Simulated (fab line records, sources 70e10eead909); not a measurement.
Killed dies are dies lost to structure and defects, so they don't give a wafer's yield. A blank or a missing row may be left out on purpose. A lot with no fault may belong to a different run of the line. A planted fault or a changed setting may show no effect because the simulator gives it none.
What tool caused it? + flow nand-harc + 24 lots with 72 wafers sampled at 6 steps, on a route of 1302 steps

## WHAT EACH GAUGE READ, for each wafer
NHARC_A_CONTACT_INSPECT_71. Usual: 82 for raw-defect-count, sd 29.
| lot  | measured     | on                | raw-defect-count | flag |
|------|--------------|-------------------|------------------|------|
| L074 | day 22 04:26 | defect-inspect-02 | 149 151 123      |      |
| L075 | day 22 16:18 | defect-inspect-02 | 107 125 133      |      |
| L076 | day 22 18:54 | defect-inspect-01 | 95 108 111       |      |
| L077 | day 22 22:08 | defect-inspect-01 | 98 110 104       |      |
| L078 | day 23 08:47 | defect-inspect-01 | 58 59 84         |      |
| L080 | day 24 01:08 | defect-inspect-02 | 115 110 123      |      |
| L079 | day 24 01:29 | defect-inspect-01 | 88 83 68         |      |
| L081 | day 24 20:13 | defect-inspect-02 | 96 46 56         |      |
| L082 | day 25 21:23 | defect-inspect-01 | 84 79 77         |      |
| L085 | day 26 17:02 | defect-inspect-02 | 119 127 116      |      |
| L083 | day 26 17:49 | defect-inspect-02 | 85 90 90         |      |
| L086 | day 26 21:01 | defect-inspect-01 | 21 43 34         |      |
| L084 | day 27 03:57 | defect-inspect-02 | 117 112 105      |      |
| L087 | day 27 04:39 | defect-inspect-01 | 61 58 74         |      |
| L088 | day 28 03:22 | defect-inspect-01 | 53 48 52         |      |
| L091 | day 28 16:24 | defect-inspect-01 | 58 68 50         |      |
| L090 | day 29 01:55 | defect-inspect-01 | 117 102 108      |      |
| L089 | day 29 04:27 | defect-inspect-01 | 61 69 56         |      |
| L092 | day 29 07:39 | defect-inspect-01 | 73 62 57         |      |
| L093 | day 29 22:17 | defect-inspect-02 | 90 82 82         |      |
| L094 | day 30 02:36 | defect-inspect-02 | 85 73 87         |      |
| L096 | day 30 23:33 | defect-inspect-01 | 95 91 100        |      |
| L095 | day 30 23:00 | defect-inspect-02 | 61 63 62         |      |
| L097 | day 31 11:37 | defect-inspect-01 | 19 32 25         |      |

NHARC_A_BLC_OVL_MEAS_11. Usual: overlay-x-nm 0.0 nm, standard deviation 0.84; overlay-y-nm -0.5 nm, standard deviation 0.84.
| lot  | measured     | on         | overlay-x-nm (nm) | overlay-y-nm (nm) | flag |
|------|--------------|------------|-------------------|-------------------|------|
| L074 | day 22 18:32 | overlay-02 | -0.4 -0.5 -0.7    | 0.7 0.0 0.3       |      |
| L075 | day 23 07:16 | overlay-01 | -0.2 0.3 0.3      | -2.3 -2.7 -2.9    |      |
| L076 | day 23 08:59 | overlay-02 | -0.2 -0.3 -0.8    | -1.5 -1.7 -1.0    |      |
| L077 | day 23 13:12 | overlay-02 | 0.3 1.0 1.0       | 0.1 -0.1 0.6      |      |
| L078 | day 23 23:08 | overlay-02 | 0.5 1.2 1.1       | 0.0 -0.2 0.2      |      |
| L080 | day 24 18:30 | overlay-01 | -1.4 -1.1 -0.9    | -0.8 -0.9 -1.1    |      |
| L079 | day 24 18:49 | overlay-02 | 1.8 1.5 1.8       | 0.1 0.0 0.1       |      |
| L081 | day 25 10:26 | overlay-01 | -0.8 -0.4 -1.0    | -1.3 -0.7 -1.5    |      |
| L082 | day 26 13:34 | overlay-01 | -0.8 -0.5 -0.5    | -0.9 -0.4 -1.1    |      |
| L085 | day 27 12:43 | overlay-02 | 0.4 0.7 0.6       | -1.3 -1.8 -0.7    |      |
| L083 | day 27 13:53 | overlay-01 | 0.2 -0.1 -0.3     | -1.4 -1.1 -0.6    |      |
| L086 | day 27 17:32 | overlay-02 | -0.2 -0.4 -0.2    | -1.4 -1.1 -0.8    |      |
| L084 | day 27 20:08 | overlay-01 | -0.1 0.5 0.2      | 0.1 -0.1 0.0      |      |
| L087 | day 27 19:24 | overlay-02 | 0.2 0.1 -0.3      | -0.7 -0.7 -1.7    |      |
| L088 | day 28 17:38 | overlay-02 | 0.7 0.4 0.6       | -0.1 0.2 -0.6     |      |
| L091 | day 29 09:53 | overlay-01 | 0.2 0.2 0.6       | 0.6 0.1 0.6       |      |
| L090 | day 29 18:21 | overlay-02 | 0.1 0.1 0.3       | -0.2 0.0 0.4      |      |
| L089 | day 29 23:10 | overlay-01 | 1.0 0.2 0.1       | -0.3 -1.6 -0.7    |      |
| L092 | day 30 00:40 | overlay-02 | 0.1 0.1 0.8       | 0.4 0.2 -0.5      |      |
| L093 | day 30 14:22 | overlay-01 | -2.1 -2.2 -2.3    | -0.1 -0.2 0.5     |      |
| L094 | day 30 17:13 | overlay-01 | -0.9 -1.1 -0.3    | 0.0 0.5 0.6       |      |
| L096 | day 31 15:52 | overlay-02 | -0.7 -1.0 -1.0    | -1.7 -1.6 -1.6    |      |
| L095 | day 31 14:37 | overlay-02 | 0.0 -0.2 -0.1     | 0.1 0.3 -0.3      |      |
| L097 | day 32 01:39 | overlay-02 | 0.7 1.4 1.3       | 0.2 0.1 0.4       |      |

## WHICH TOOL RAN EACH LOT (tool, then ch and the chambers of the sampled wafers, then the start)
| lot  | NHARC_A_CONTACT_DEP_57        | NHARC_A_CONTACT_ETCH_125             | NHARC_A_CONTACT_ETCH_131             | NHARC_A_CONTACT_ETCH_89                       |
|------|-------------------------------|--------------------------------------|--------------------------------------|-----------------------------------------------|
| L074 | acl-dep-03 ch 0, day 22 00:30 | har-cap-etch-03 ch 0,1, day 22 06:15 | har-cap-etch-03 ch 0,1, day 22 07:18 | rie-diel-02 ch 2,3, day 22 18:32 or earlier   |
| L075 | acl-dep-02 ch 0, day 22 12:19 | har-cap-etch-01 ch 1, day 22 18:08   | har-cap-etch-01 ch 1, day 22 19:12   | rie-diel-02 ch 1,2,3, day 23 07:16 or earlier |
| L076 | acl-dep-03 ch 0, day 22 15:22 | har-cap-etch-02 ch 0,1, day 22 20:42 | har-cap-etch-02 ch 0,1, day 22 21:46 | rie-diel-03 ch 0,1,3, day 23 08:59 or earlier |
| L077 | acl-dep-03 ch 0, day 22 18:02 | har-cap-etch-01 ch 1, day 22 23:58   | har-cap-etch-01 ch 1, day 23 01:02   | rie-diel-03 ch 1,2, day 23 13:12 or earlier   |
| L078 | acl-dep-02 ch 0, day 23 04:40 | har-cap-etch-02 ch 0,1, day 23 10:35 | har-cap-etch-02 ch 0,1, day 23 11:38 | rie-diel-02 ch 0,1,3, day 23 23:08 or earlier |
| L080 | acl-dep-01 ch 0, day 23 21:11 | har-cap-etch-02 ch 0,1, day 24 03:00 | har-cap-etch-02 ch 0,1, day 24 04:04 | rie-diel-10 ch 0,3, day 24 18:30 or earlier   |
| L079 | acl-dep-03 ch 0, day 23 21:26 | har-cap-etch-01 ch 0,1, day 24 03:17 | har-cap-etch-01 ch 0,1, day 24 04:20 | rie-diel-03 ch 0,2, day 24 18:49 or earlier   |
| L081 | acl-dep-03 ch 0, day 24 17:11 | har-cap-etch-03 ch 0,1, day 24 22:08 | har-cap-etch-03 ch 0,1, day 24 23:12 | rie-diel-02 ch 0,1,2, day 25 10:26 or earlier |
| L082 | acl-dep-02 ch 0, day 25 17:49 | har-cap-etch-03 ch 0,1, day 25 23:11 | har-cap-etch-03 ch 0,1, day 26 00:14 | rie-diel-03 ch 1,3, day 26 13:34 or earlier   |
| L085 | acl-dep-01 ch 0, day 26 13:05 | har-cap-etch-02 ch 0,1, day 26 18:50 | har-cap-etch-02 ch 0,1, day 26 19:53 | rie-diel-10 ch 2,3, day 27 12:43 or earlier   |
| L083 | acl-dep-03 ch 0, day 26 13:38 | har-cap-etch-01 ch 0,1, day 26 19:37 | har-cap-etch-01 ch 0,1, day 26 20:40 | rie-diel-02 ch 0,2,3, day 27 13:53 or earlier |
| L086 | acl-dep-03 ch 0, day 26 16:55 | har-cap-etch-03 ch 0,1, day 27 00:46 | har-cap-etch-03 ch 0,1, day 27 01:50 | rie-diel-10 ch 0,2, day 27 17:32 or earlier   |
| L084 | acl-dep-03 ch 0, day 27 00:29 | har-cap-etch-01 ch 0, day 27 07:03   | har-cap-etch-01 ch 0, day 27 08:07   | rie-diel-10 ch 0,1,2, day 27 20:08 or earlier |
| L087 | acl-dep-02 ch 0, day 27 00:41 | har-cap-etch-02 ch 1, day 27 06:29   | har-cap-etch-02 ch 1, day 27 07:33   | rie-diel-02 ch 1,2,3, day 27 19:24 or earlier |
| L088 | acl-dep-02 ch 0, day 27 23:52 | har-cap-etch-03 ch 0, day 28 05:26   | har-cap-etch-03 ch 0, day 28 06:29   | rie-diel-02 ch 1,2, day 28 17:38 or earlier   |
| L091 | acl-dep-03 ch 0, day 28 12:20 | har-cap-etch-01 ch 0,1, day 28 18:13 | har-cap-etch-01 ch 0,1, day 28 19:17 | rie-diel-02 ch 1,2, day 29 09:53 or earlier   |
| L090 | acl-dep-01 ch 0, day 28 22:30 | har-cap-etch-02 ch 0,1, day 29 03:43 | har-cap-etch-02 ch 0,1, day 29 04:47 | rie-diel-03 ch 0,1, day 29 18:21 or earlier   |
| L089 | acl-dep-02 ch 0, day 29 01:01 | har-cap-etch-03 ch 0,1, day 29 06:17 | har-cap-etch-03 ch 0,1, day 29 07:20 | rie-diel-10 ch 1,2,3, day 29 23:10 or earlier |
| L092 | acl-dep-02 ch 0, day 29 03:42 | har-cap-etch-02 ch 0,1, day 29 09:29 | har-cap-etch-02 ch 0,1, day 29 10:33 | rie-diel-10 ch 1,2,3, day 30 00:40 or earlier |
| L093 | acl-dep-03 ch 0, day 29 18:08 | har-cap-etch-01 ch 0,1, day 30 00:05 | har-cap-etch-01 ch 0,1, day 30 01:10 | rie-diel-02 ch 0,1,3, day 30 14:22 or earlier |
| L094 | acl-dep-03 ch 0, day 29 23:04 | har-cap-etch-02 ch 0, day 30 04:26   | har-cap-etch-02 ch 0, day 30 05:29   | rie-diel-10 ch 0,3, day 30 17:13 or earlier   |
| L096 | acl-dep-02 ch 0, day 30 19:15 | har-cap-etch-02 ch 0,1, day 31 01:22 | har-cap-etch-02 ch 0,1, day 31 02:39 | rie-diel-02 ch 0,2,3, day 31 15:52 or earlier |
| L095 | acl-dep-01 ch 0, day 30 19:59 | har-cap-etch-01 ch 0,1, day 31 00:57 | har-cap-etch-01 ch 0,1, day 31 02:22 | rie-diel-10 ch 0,2, day 31 14:37 or earlier   |
| L097 | acl-dep-02 ch 0, day 31 07:31 | har-cap-etch-03 ch 0,1, day 31 13:26 | har-cap-etch-03 ch 0,1, day 31 14:29 | rie-diel-10 ch 1,3, day 32 01:39 or earlier   |
- NHARC_A_CONTACT_DEP_57: deposits aC, target thk 5300 nm.
- NHARC_A_CONTACT_ETCH_125: etches the open film in C4F8/O2/Ar, time 197 s, target depth 1918 nm.
- NHARC_A_CONTACT_ETCH_131: etches the open film in C4F8/O2/Ar, time 197 s, target depth 1918 nm.
- NHARC_A_CONTACT_ETCH_89: etches the open film in N2/H2, target depth 260 nm, time 475.3 s.

## AS READ BY THE TOOLS THEMSELVES (means over the sampled wafers that have a number; for cases with no such wafer, the mark the record gives instead)
NHARC_A_CONTACT_DEP_57. Usual: 35.000 % for throttle-valve-pct, sd 0.0093.
| lot  | tool       | throttle-valve-pct (%) | flag |
|------|------------|------------------------|------|
| L074 | acl-dep-03 | 34.999                 |      |
| L075 | acl-dep-02 | 34.997                 |      |
| L076 | acl-dep-03 | 35.008                 |      |
| L077 | acl-dep-03 | 35.007                 |      |
| L078 | acl-dep-02 | 35.005                 |      |
| L080 | acl-dep-01 | 35.009                 |      |
| L079 | acl-dep-03 | 34.997                 |      |
| L081 | acl-dep-03 | 34.996                 |      |
| L082 | acl-dep-02 | 35.005                 |      |
| L085 | acl-dep-01 | 35.008                 |      |
| L083 | acl-dep-03 | 34.991                 |      |
| L086 | acl-dep-03 | 34.996                 |      |
| L084 | acl-dep-03 | 35.000                 |      |
| L087 | acl-dep-02 | 34.995                 |      |
| L088 | acl-dep-02 | 34.994                 |      |
| L091 | acl-dep-03 | 35.000                 |      |
| L090 | acl-dep-01 | 34.998                 |      |
| L089 | acl-dep-02 | 34.997                 |      |
| L092 | acl-dep-02 | 34.990                 |      |
| L093 | acl-dep-03 | 34.995                 |      |
| L094 | acl-dep-03 | 34.998                 |      |
| L096 | acl-dep-02 | 34.997                 |      |
| L095 | acl-dep-01 | 34.998                 |      |
| L097 | acl-dep-02 | 34.994                 |      |

NHARC_A_CONTACT_ETCH_89. Usual: drypump-motor-current-A 5.7 A, standard deviation 0.43; oes-product-au 0.998 a.u., standard deviation 0.0097; rf-fwd-power-W 399.2 W, standard deviation 1.1; rf-vpp-V 430 V, standard deviation 3.1; showerhead-plenum-p-Torr 2.02 Torr, standard deviation 0.1; throttle-valve-pct 14.172 %, standard deviation 0.009.
| lot  | tool        | drypump-motor-current-A (A) | oes-product-au (a.u.) | rf-fwd-power-W (W) | rf-vpp-V (V) | showerhead-plenum-p-Torr (Torr) | throttle-valve-pct (%) | flag |
|------|-------------|-----------------------------|-----------------------|--------------------|--------------|---------------------------------|------------------------|------|
| L074 | rie-diel-02 | 5.4                         | 0.994                 | 399.1              | 429          | 2.01                            | 14.170                 |      |
| L075 | rie-diel-02 | 5.8                         | 0.992                 | 400.7              | 431          | 2.05                            | 14.166                 |      |
| L076 | rie-diel-03 | 5.8                         | 0.994                 | 398.8              | 430          | 2.02                            | 14.175                 |      |
| L077 | rie-diel-03 | 5.9                         | 0.995                 | 399.3              | 432          | 2.10                            | 14.175                 |      |
| L078 | rie-diel-02 | 6.0                         | 1.003                 | 398.7              | 430          | 2.01                            | 14.173                 |      |
| L080 | rie-diel-10 | 5.3                         | 1.009                 | 399.2              | 431          | 2.05                            | 14.159                 |      |
| L079 | rie-diel-03 | 5.6                         | 0.996                 | 400.2              | 434          | 2.16                            | 14.173                 |      |
| L081 | rie-diel-02 | 5.7                         | 0.985                 | 400.6              | 430          | 2.03                            | 14.170                 |      |
| L082 | rie-diel-03 | 6.1                         | 0.989                 | 398.5              | 427          | 1.93                            | 14.172                 |      |
| L085 | rie-diel-10 | 5.2                         | 0.993                 | 399.0              | 431          | 2.08                            | 14.162                 |      |
| L083 | rie-diel-02 | 5.7                         | 0.991                 | 399.2              | 429          | 1.97                            | 14.177                 |      |
| L086 | rie-diel-10 | 5.1                         | 0.996                 | 399.5              | 428          | 2.00                            | 14.175                 |      |
| L084 | rie-diel-10 | 5.4                         | 1.001                 | 399.8              | 428          | 1.96                            | 14.172                 |      |
| L087 | rie-diel-02 | 5.8                         | 0.992                 | 398.5              | 431          | 2.04                            | 14.165                 |      |
| L088 | rie-diel-02 | 5.5                         | 0.993                 | 399.9              | 432          | 2.06                            | 14.174                 |      |
| L091 | rie-diel-02 | 5.5                         | 0.996                 | 399.6              | 432          | 2.06                            | 14.172                 |      |
| L090 | rie-diel-03 | 5.8                         | 1.002                 | 399.1              | 434          | 2.16                            | 14.173                 |      |
| L089 | rie-diel-10 | 5.5                         | 1.002                 | 399.7              | 430          | 2.02                            | 14.177                 |      |
| L092 | rie-diel-10 | 5.5                         | 1.000                 | 400.0              | 430          | 2.02                            | 14.172                 |      |
| L093 | rie-diel-02 | 6.0                         | 0.992                 | 398.7              | 429          | 2.00                            | 14.169                 |      |
| L094 | rie-diel-10 | 5.4                         | 1.003                 | 398.5              | 432          | 2.10                            | 14.171                 |      |
| L096 | rie-diel-02 | 5.7                         | 0.991                 | 398.7              | 427          | 1.96                            | 14.161                 |      |
| L095 | rie-diel-10 | 5.1                         | 0.997                 | 399.4              | 429          | 1.99                            | 14.170                 |      |
| L097 | rie-diel-10 | 5.8                         | 1.007                 | 400.2              | 428          | 1.97                            | 14.177                 |      |

## THE ANSWER, worked out from the rows above alone
Rule: take the mean of a lot's wafers that have a number; if it is more than 3 standard deviations from the usual mean, the lot is off. A lot without any number at a reading at which 4 lots or more have one is off too. Any other lot the step has rows for is counted as sound. The gauges are gone through in route order, then the tools' own readings, and for those a lot's mean is taken as printed above. The first step at which some lot is off is used, and at that step the reading that is off furthest; a lot without a number counts as furthest.
None of the lots is off at any reading shown; this tells nothing.

## WHAT THE SIMULATOR PUT IN
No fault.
